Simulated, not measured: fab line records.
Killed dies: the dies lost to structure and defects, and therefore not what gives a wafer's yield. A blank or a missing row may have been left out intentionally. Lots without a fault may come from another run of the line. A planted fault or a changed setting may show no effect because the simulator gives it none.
fab line records | flow n5-finfet
record: lots: 6 | wafers: 18 | last-day: 19
route steps=1938 shown BEOL_M15@1815 PASSIVATION@1936
lots that met no fault: from a run of the same line without faults
start-h: hours from the record's first day to the start of the lot's first wafer shown | wait-h: how many hours have passed since the lot's step before this one | " the same as in the row above | L1.1+2: several wafers, shown together as one row | - either no value or no given start | * or withheld: withheld | < > ~ a bound
route shown NAME@n: names a module that has steps shown in the file, with the first one's number in the route | usual: mean and standard deviation over wafers with no fault | same: alike in all rows | chamber/n: place in a boat | sites: readings site by site | _std_site: the standard deviation of these | _edge_site: outer sites' mean less inner sites' | radius-mm: for every site, how far away it sits from the centre of the wafer | mask NAME#n: copy n | behind: the last tool/chamber to shape the wafer | hold: what put the lot on hold/how long, in hours/how the hold closed | device: names the non-switching transistor (n, p or np) | end of line: the route-end tests of the same wafers | a step given without rows: its recipe and nothing more | killed: not the wafer's yield, but the dies lost to structure and defects at the first sort | map: dies across one wafer; x = killed, . = not, _ = none there
set.NAME: the setting that was run; set.NAME@STEP: the one run at that earlier step | model.NAME: the simulator's own value behind a step, which no gauge read
lots seen at some steps along the route; tables by step, rows by wafer
services: from which hour (start-h, from the record's first day; less than 0 if before it) a tool's chamber was out of use, for how many hours, and why
== steps ==
step: N5_BEOL_M15_PRECLEAN_39
recipe: chemistry: residue-remover | time-s: 60 | temp-c: 40
step: N5_BEOL_M15_SRD_40
recipe: time-s: 30 | temp-c: 23 | rinse-liquid: diw | dry: n2-spin | spin-rpm: 1500 | dry-time-s: 30
step: N5_BEOL_M15_DEGAS_41
recipe: ambient: vacuum | temp-c: 300 | time-s: 60
usual: heater-power-w: 472/31
lot.wafer | tool           | chamber | start-h | wait-h | heater-power-w
L962.2    | pvd-sputter-03 | -       | 295.97  | 0.1    | 434
L962.4    | "              | -       | "       | "      | 520
L962.6    | "              | -       | "       | "      | 447
L968.2    | pvd-sputter-03 | -       | 322.01  | 0.3    | 522
L968.5    | "              | -       | "       | "      | 447
L968.6    | "              | -       | "       | "      | 519
L978.2    | pvd-sputter-02 | -       | 403.05  | 0.3    | 466
L978.4    | "              | -       | "       | "      | 467
L978.5    | "              | -       | "       | "      | 422
L976.1    | pvd-sputter-01 | -       | 403.48  | 0.2    | 450
L976.2    | "              | -       | "       | "      | 471
L976.4    | "              | -       | "       | "      | 472
L981.2    | pvd-sputter-03 | -       | 418.93  | 0.2    | 525
L981.4    | "              | -       | "       | "      | 510
L981.6    | "              | -       | "       | "      | 454
L984.1    | pvd-sputter-03 | -       | 435.36  | 0.3    | 450
L984.2    | "              | -       | "       | "      | 501
L984.6    | "              | -       | "       | "      | 513
step: N5_BEOL_M15_PRE_CLEAN_42
recipe: gas: H2/He | time-s: 30 | temp-c: 300
usual: heater-power-w: 472/31
lot.wafer | tool           | chamber | start-h | wait-h | heater-power-w
L962.2    | pvd-sputter-03 | -       | 296.01  | 0.0    | 451
L962.4    | "              | -       | "       | "      | 503
L962.6    | "              | -       | "       | "      | 439
L968.2    | pvd-sputter-03 | -       | 322.05  | 0.0    | 516
L968.5    | "              | -       | "       | "      | 448
L968.6    | "              | -       | "       | "      | 520
L978.2    | pvd-sputter-02 | -       | 403.09  | 0.0    | 476
L978.4    | "              | -       | "       | "      | 462
L978.5    | "              | -       | "       | "      | 446
L976.1    | pvd-sputter-01 | -       | 403.52  | 0.0    | 446
L976.2    | "              | -       | "       | "      | 482
L976.4    | "              | -       | "       | "      | 475
L981.2    | pvd-sputter-03 | -       | 418.97  | 0.0    | 516
L981.4    | "              | -       | "       | "      | 518
L981.6    | "              | -       | "       | "      | 451
L984.1    | pvd-sputter-03 | -       | 435.40  | 0.0    | 443
L984.2    | "              | -       | "       | "      | 507
L984.6    | "              | -       | "       | "      | 514
step: N5_BEOL_M15_SPUTTER_43
recipe: material: TaN | target-thk-a: 150 | temp-c: 50 | bias-v: 168.6 | power-w: 15000 | chamber-pressure-pa: 0.12 | time-s: 24.19
usual: throttle-valve-pct: 29.9/1.1
lot.wafer | tool           | chamber | start-h | wait-h | throttle-valve-pct
L962.2    | pvd-sputter-03 | -       | 296.05  | 0.0    | 29.3
L962.4    | "              | -       | "       | "      | 30.2
L962.6    | "              | -       | "       | "      | 29.4
L968.2    | pvd-sputter-03 | -       | 322.09  | 0.0    | 28.3
L968.5    | "              | -       | "       | "      | 30.3
L968.6    | "              | -       | "       | "      | 30.2
L978.2    | pvd-sputter-02 | -       | 403.13  | 0.0    | 28.8
L978.4    | "              | -       | "       | "      | 28.2
L978.5    | "              | -       | "       | "      | 29.4
L976.1    | pvd-sputter-01 | -       | 403.56  | 0.0    | 30.6
L976.2    | "              | -       | "       | "      | 31.6
L976.4    | "              | -       | "       | "      | 31.8
L981.2    | pvd-sputter-03 | -       | 419.01  | 0.0    | 30.0
L981.4    | "              | -       | "       | "      | 28.2
L981.6    | "              | -       | "       | "      | 29.4
L984.1    | pvd-sputter-03 | -       | 435.44  | 0.0    | 30.6
L984.2    | "              | -       | "       | "      | 28.4
L984.6    | "              | -       | "       | "      | 30.4
step: N5_BEOL_M15_SPUTTER_44
recipe: material: Ta | target-thk-a: 150 | temp-c: 50 | bias-v: 80 | power-w: 15000 | chamber-pressure-pa: 0.07 | time-s: 24.19
step: N5_BEOL_M15_SPUTTER_45
recipe: material: Cu | target-thk-a: 1000 | temp-c: -20 | bias-v: 60 | power-w: 26000 | chamber-pressure-pa: 0.13 | time-s: 16.67
step: N5_BEOL_M15_ECD_47
recipe: material: Cu | target-thk-a: 18600
step: N5_BEOL_M15_ANNEAL_48
recipe: temp-c: 225 | time-s: 90 | ambient: N2
usual: wafer_temp_C_max: 226.1/0.32
lot.wafer | tool          | chamber | start-h | wait-h | wafer_temp_C_max
L962.2    | rtp-anneal-02 | 0       | 296.74  | 0.3    | 226.5
L962.4    | "             | 0       | "       | "      | 226.1
L962.6    | "             | 0       | "       | "      | 226.6
L968.2    | rtp-anneal-02 | 0       | 322.65  | 0.2    | 226.3
L968.5    | "             | 0       | "       | "      | 226.5
L968.6    | "             | 0       | "       | "      | 226.1
L978.2    | rtp-anneal-01 | 0       | 403.69  | 0.2    | 225.7
L978.4    | "             | 0       | "       | "      | 226.0
L978.5    | "             | 0       | "       | "      | 226.0
L976.1    | rtp-anneal-02 | 0       | 404.39  | 0.5    | 225.8
L976.2    | "             | 0       | "       | "      | 225.8
L976.4    | "             | 0       | "       | "      | 225.9
L981.2    | rtp-anneal-01 | 0       | 419.57  | 0.2    | 226.3
L981.4    | "             | 0       | "       | "      | 226.0
L981.6    | "             | 0       | "       | "      | 225.7
L984.1    | rtp-anneal-01 | 0       | 436.15  | 0.4    | 226.4
L984.2    | "             | 0       | "       | "      | 225.4
L984.6    | "             | 0       | "       | "      | 225.9
step: N5_BEOL_M15_CMP_49
recipe: stop-on: SiO2 | t-overpolish-s: 4.9 | down-force-psi: 2 | platen-rpm: 80 | clearing-platen-down-force-psi: 2 | clearing-platen-rpm: 80 | post-cmp-clean: cu-alkaline | target-thk-nm: 850 | clearing-platen-pad-velocity-m-s: 1.5917 | pad-velocity-m-s: 1.5917
usual: barrier-field-endpoint-s: 11.3/0.33 | edge-zone-pressure-frac: 1.000/0.0043 | motor-current-A: 7.8/0.82 | overpolish-run-s: 4.899/0.0095
lot.wafer | tool   | chamber | start-h | wait-h | barrier-field-endpoint-s | edge-zone-pressure-frac | motor-current-A | overpolish-run-s
L962.4    | cmp-04 | 1       | 297.07  | 0.2    | 11.4                     | 0.998                   | 8.0             | 4.901
L962.2    | "      | 2       | "       | "      | 11.1                     | 0.997                   | 8.4             | 4.889
L962.6    | "      | 3       | "       | "      | 11.5                     | 1.004                   | 7.8             | 4.909
L968.2    | cmp-02 | 3       | 322.91  | 0.2    | 11.1                     | 0.995                   | 7.4             | 4.901
L968.6    | "      | 3       | "       | "      | 11.2                     | 0.995                   | 7.2             | 4.889
L968.5    | "      | 0       | "       | "      | 10.8                     | 0.999                   | 7.0             | 4.895
L978.4    | cmp-04 | 0       | 404.02  | 0.2    | 10.9                     | 1.002                   | 9.1             | 4.905
L978.2    | "      | 1       | "       | "      | 11.1                     | 1.004                   | 7.7             | 4.888
L978.5    | "      | 2       | "       | "      | 11.6                     | 0.998                   | 8.7             | 4.890
L976.4    | cmp-02 | 1       | 404.73  | 0.2    | 11.7                     | 1.003                   | 8.7             | 4.895
L976.2    | "      | 2       | "       | "      | 11.6                     | 1.002                   | 7.2             | 4.918
L976.1    | "      | 3       | "       | "      | 11.9                     | 0.993                   | 7.4             | 4.913
L981.4    | cmp-02 | 0       | 419.82  | 0.1    | 11.5                     | 0.997                   | 7.0             | 4.904
L981.2    | "      | 1       | "       | "      | 12.0                     | 1.006                   | 8.6             | 4.902
L981.6    | "      | 1       | "       | "      | 11.4                     | 1.000                   | 8.4             | 4.900
L984.2    | cmp-02 | 2       | 436.46  | 0.2    | 11.7                     | 1.003                   | 7.4             | 4.889
L984.1    | "      | 0       | "       | "      | 11.8                     | 0.998                   | 6.9             | 4.908
L984.6    | "      | 2       | "       | "      | 11.8                     | 1.008                   | 7.1             | 4.877
step: N5_BEOL_M15_THK_MEAS_50
recipe: thk-meas-gauge: xrf | reads: Cu_of_BEOL_M15_ECD_47
usual: M15_THK: 857/16
lot.wafer | tool          | chamber | start-h | wait-h | M15_THK[nm]
L962.2    | film-metro-01 | -       | 297.29  | -      | 873
L962.4    | "             | -       | "       | "      | 860
L962.6    | "             | -       | "       | "      | 848
L968.2    | film-metro-01 | -       | 323.20  | -      | 864
L968.5    | "             | -       | "       | "      | 871
L968.6    | "             | -       | "       | "      | 869
L978.2    | film-metro-01 | -       | 404.24  | -      | 839
L978.4    | "             | -       | "       | "      | 852
L978.5    | "             | -       | "       | "      | 851
L976.1    | film-metro-02 | -       | 404.98  | -      | 828
L976.2    | "             | -       | "       | "      | 839
L976.4    | "             | -       | "       | "      | 827
L981.2    | film-metro-01 | -       | 420.12  | -      | 863
L981.4    | "             | -       | "       | "      | 842
L981.6    | "             | -       | "       | "      | 853
L984.1    | film-metro-02 | -       | 436.76  | -      | 817
L984.2    | "             | -       | "       | "      | 841
L984.6    | "             | -       | "       | "      | 845
step: N5_BEOL_M15_PRE_CLEAN_52
recipe: gas: NH3 | time-s: 15 | temp-c: withheld | rf-power-w: 300
step: N5_BEOL_M15_DEP_53
recipe: material: SiCN | target-thk-a: 500 | temp-c: withheld | precursor: 3MS/NH3 | pressure-torr: 3 | rf-w: 675 | time-s: 17.8
usual: chamber-pressure-Torr: 3.001/0.0061 | rf-fwd-power-W: 666/3.2 | showerhead-plenum-p-Torr: 4.17/0.031 | throttle-valve-pct: 17.8/1.1
lot.wafer | tool     | chamber | start-h | wait-h | chamber-pressure-Torr | rf-fwd-power-W | showerhead-plenum-p-Torr | throttle-valve-pct
L962.2    | pecvd-01 | 0       | 297.35  | 0.0    | 3.003                 | 667            | 4.19                     | 17.4
L962.4    | "        | 1       | "       | "      | 2.991                 | 672            | 4.18                     | 18.0
L962.6    | "        | 0       | "       | "      | 3.004                 | 666            | 4.20                     | 17.1
L968.2    | pecvd-02 | 1       | 323.26  | 0.0    | 3.007                 | 659            | 4.17                     | 18.4
L968.5    | "        | 2       | "       | "      | 2.995                 | 664            | 4.12                     | 18.1
L968.6    | "        | 0       | "       | "      | 3.002                 | 666            | 4.12                     | 17.1
L978.2    | pecvd-01 | 2       | 404.30  | 0.0    | -                     | -              | -                        | -
L978.4    | "        | 2       | "       | "      | -                     | -              | -                        | -
L978.5    | "        | 0       | "       | "      | -                     | -              | -                        | -
L976.1    | pecvd-01 | 1       | 405.05  | 0.0    | -                     | -              | -                        | -
L976.2    | "        | 2       | "       | "      | -                     | -              | -                        | -
L976.4    | "        | 0       | "       | "      | -                     | -              | -                        | -
L981.2    | pecvd-03 | 1       | 420.18  | 0.0    | 2.990                 | 671            | 4.19                     | 16.5
L981.4    | "        | 2       | "       | "      | 2.993                 | 667            | 4.19                     | 16.6
L981.6    | "        | 0       | "       | "      | 3.004                 | 670            | 4.15                     | 22.1
L984.1    | pecvd-02 | 2       | 436.82  | 0.0    | 3.003                 | 665            | 4.12                     | 18.1
L984.2    | "        | 0       | "       | "      | 3.003                 | 666            | 4.11                     | 17.4
L984.6    | "        | 1       | "       | "      | 3.001                 | 661            | 4.16                     | 18.3
step: N5_BEOL_M15_RS_MEAS_54
recipe: thk-meas-gauge: four-point-probe | reads: Cu_of_BEOL_M15_ECD_47+Ta_of_BEOL_M15_SPUTTER_44+TaN_of_BEOL_M15_SPUTTER_43
usual: M15_RS: 0.0216/0.00037
lot.wafer | tool          | chamber | start-h | wait-h | M15_RS[ohm/sq]
L962.2    | film-metro-01 | -       | 297.42  | 0.1    | 0.0213
L962.4    | "             | -       | "       | "      | 0.0215
L962.6    | "             | -       | "       | "      | 0.0218
L968.2    | film-metro-02 | -       | 323.33  | 0.1    | 0.0217
L968.5    | "             | -       | "       | "      | 0.0215
L968.6    | "             | -       | "       | "      | 0.0214
L978.2    | film-metro-01 | -       | 404.37  | 0.1    | 0.0220
L978.4    | "             | -       | "       | "      | 0.0218
L978.5    | "             | -       | "       | "      | 0.0218
L976.1    | film-metro-02 | -       | 405.11  | 0.0    | 0.0222
L976.2    | "             | -       | "       | "      | 0.0219
L976.4    | "             | -       | "       | "      | 0.0222
L981.2    | film-metro-02 | -       | 420.25  | 0.1    | 0.0214
L981.4    | "             | -       | "       | "      | 0.0221
L981.6    | "             | -       | "       | "      | 0.0216
L984.1    | film-metro-02 | -       | 436.89  | 0.0    | 0.0221
L984.2    | "             | -       | "       | "      | 0.0214
L984.6    | "             | -       | "       | "      | 0.0214
step: N5_PASSIVATION_PROBE_49
usual: defect-limited-yield: 91.2/1.4 | killed_at_M0_to_M3: 34/9.4 | killed_at_M4_up: 14/5.6 | killed-at-contacts: 13/7.8 | killed-at-front-end: 37/10 | killed-at-other: 4/3.3 | killed-dies: 103/17 | killed-open: 68/13 | killed-short: 33/8.2 | sort_bin_5_function: 5.1/0.92 | sort_bin_6_memory: 3.3/0.71 | sort-n-pass: 1077/17 | sort-yield-pct: 91.2/1.4
same: gross-dies: 1180 | killed-at-back-side: 0 | sort_bin_4_leakage[%]: 0 | sort_bin_8_speed[%]: 0
lot.wafer | tool      | chamber | start-h | wait-h | defect-limited-yield[%] | killed_at_M0_to_M3 | killed_at_M4_up | killed-at-contacts | killed-at-front-end | killed-at-other | killed-dies | killed-open | killed-short | sort_bin_5_function[%] | sort_bin_6_memory[%] | sort-n-pass | sort-yield-pct[%]
L978.2    | prober-02 | -       | 416.88  | 0.1    | 93.2                    | 31                 | 11              | 6                  | 31                  | 1               | 80          | 52          | 28           | 4.5                    | 2.1                  | 1100        | 93.2
L978.4    | prober-02 | -       | 416.98  | 0.2    | 92.8                    | 29                 | 7               | 5                  | 43                  | 1               | 85          | 46          | 36           | 4.4                    | 2.2                  | 1095        | 92.8
L978.5    | prober-02 | -       | 417.03  | 0.2    | 91.8                    | 25                 | 8               | 6                  | 46                  | 12              | 97          | 56          | 41           | 5.5                    | 2.5                  | 1083        | 91.8
L976.1    | prober-02 | -       | 418.67  | 0.0    | 91.6                    | 19                 | 13              | 16                 | 36                  | 15              | 99          | 67          | 30           | 5.4                    | 2.5                  | 1081        | 91.6
L976.2    | prober-02 | -       | 418.72  | 0.1    | 91.6                    | 38                 | 11              | 4                  | 36                  | 10              | 99          | 67          | 28           | 4.7                    | 3.3                  | 1081        | 91.6
L976.4    | prober-02 | -       | 418.82  | 0.2    | 91.2                    | 36                 | 7               | 9                  | 39                  | 13              | 104         | 63          | 40           | 4.5                    | 3.9                  | 1076        | 91.2
killed by level:class
L978.2 BEOL_M0_SAQP:geometric-particle:open=12 BEOL_M0_SAQP:geometric-particle:short=12 STI_FIN_REVEAL:geometric-particle:open=11 FIN_SAQP:geometric-particle:short=5 MOL_CONTACT_COAG:geometric-particle:open=5 BEOL_M4:geometric-particle:open=5 FIN_SAQP:geometric-particle:open=4 GATE_CUT:geometric-particle:open=3
L978.4 FIN_SAQP:geometric-particle:short=11 FIN_SAQP:geometric-particle:open=8 STI_FIN_REVEAL:geometric-particle:open=8 BEOL_M0_SAQP:geometric-particle:short=6 BEOL_M0_SAQP:geometric-particle:open=6 BEOL_M3:geometric-particle:open=4 BEOL_M4:geometric-particle:open=4 STARTING-WAFER:geometric-particle:short=4
L978.5 FIN_SAQP:geometric-particle:short=10 STI_FIN_REVEAL:geometric-particle:open=10 GATE_CUT:geometric-particle:short=8 BEOL_M2:geometric-particle:open=8 FIN_SAQP:geometric-particle:open=6 DUMMY_GATE:geometric-particle:open=5 BEOL_M3:geometric-particle:open=5 MOL_CONTACT_COAG:geometric-particle:open=4
L976.1 MOL_CONTACT_COAG:geometric-particle:open=15 FIN_SAQP:geometric-particle:open=10 STI_FIN_REVEAL:geometric-particle:open=7 BEOL_M0_SAQP:geometric-particle:short=7 PASS1_DEP:geometric-particle:open=5 GATE_CUT:geometric-particle:short=4 BEOL_M4:geometric-particle:open=4 BEOL_M6:geometric-particle:open=4
L976.2 BEOL_M3:geometric-particle:open=14 FIN_SAQP:geometric-particle:open=8 STI_FIN_REVEAL:geometric-particle:open=8 BEOL_M1:geometric-particle:open=5 BEOL_M2:geometric-particle:open=5 MOL_CONTACT_COAG:geometric-particle:open=4 BEOL_M0:geometric-particle:open=4 BEOL_M3:geometric-particle:short=4
L976.4 FIN_SAQP:geometric-particle:open=13 MOL_CONTACT_COAG:geometric-particle:open=8 BEOL_M0_SAQP:geometric-particle:short=7 FIN_SAQP:geometric-particle:short=5 BEOL_M0_SAQP:geometric-particle:open=5 BEOL_M0:geometric-particle:short=5 BEOL_M2:geometric-particle:open=5 STI_FIN_REVEAL:geometric-particle:open=4
== services ==
tool     | chamber | start-h | hours | kind
cmp-02   | -       | 274.28  | 1.9   | repair
cmp-04   | -       | 323.67  | 4.0   | pm
pecvd-02 | 1       | 324.87  | 29.1  | repair
cmp-04   | -       | 327.67  | -     | consumable-replace:conditioner
cmp-04   | -       | 327.67  | -     | consumable-replace:pad
pecvd-01 | 1       | 331.69  | -     | calibration
cmp-02   | -       | 338.31  | 0.5   | repair
pecvd-01 | 0       | 340.13  | 6.7   | repair
pecvd-03 | -       | 366.32  | 6.0   | pm
pecvd-01 | 0       | 369.92  | 5.3   | repair
pecvd-02 | 1       | 370.88  | 5.5   | scheduled-down
pecvd-03 | 1       | 383.62  | -     | clean
pecvd-03 | 1       | 383.62  | -     | consumable-replace:showerhead
pecvd-03 | 1       | 383.62  | 29.0  | scheduled-down
pecvd-03 | 1       | 383.62  | 29.0  | vent-cycle
pecvd-03 | -       | 390.43  | 2.8   | pm
pecvd-03 | -       | 412.25  | 0.2   | repair
pecvd-03 | 0       | 427.09  | 5.5   | scheduled-down
pecvd-01 | 1       | 428.27  | 2.1   | scheduled-down
pecvd-03 | 2       | 434.61  | 5.5   | scheduled-down
== key ==
first-sign: step: N5_BEOL_M15_DEP_53 | reading: tool-record | direction: missing
effect none on later readings
met-at N5_BEOL_M15_DEP_53
struck-wafers L976.1,L976.2,L976.4,L978.2,L978.4,L978.5
onset-between 297.35 404.30
fault: kind: skipped-step-whole | tool: pecvd-01 | chamber: - | onset-h: 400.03 | steps: N5_BEOL_M15_DEP_53 | scope: struck-lots-only
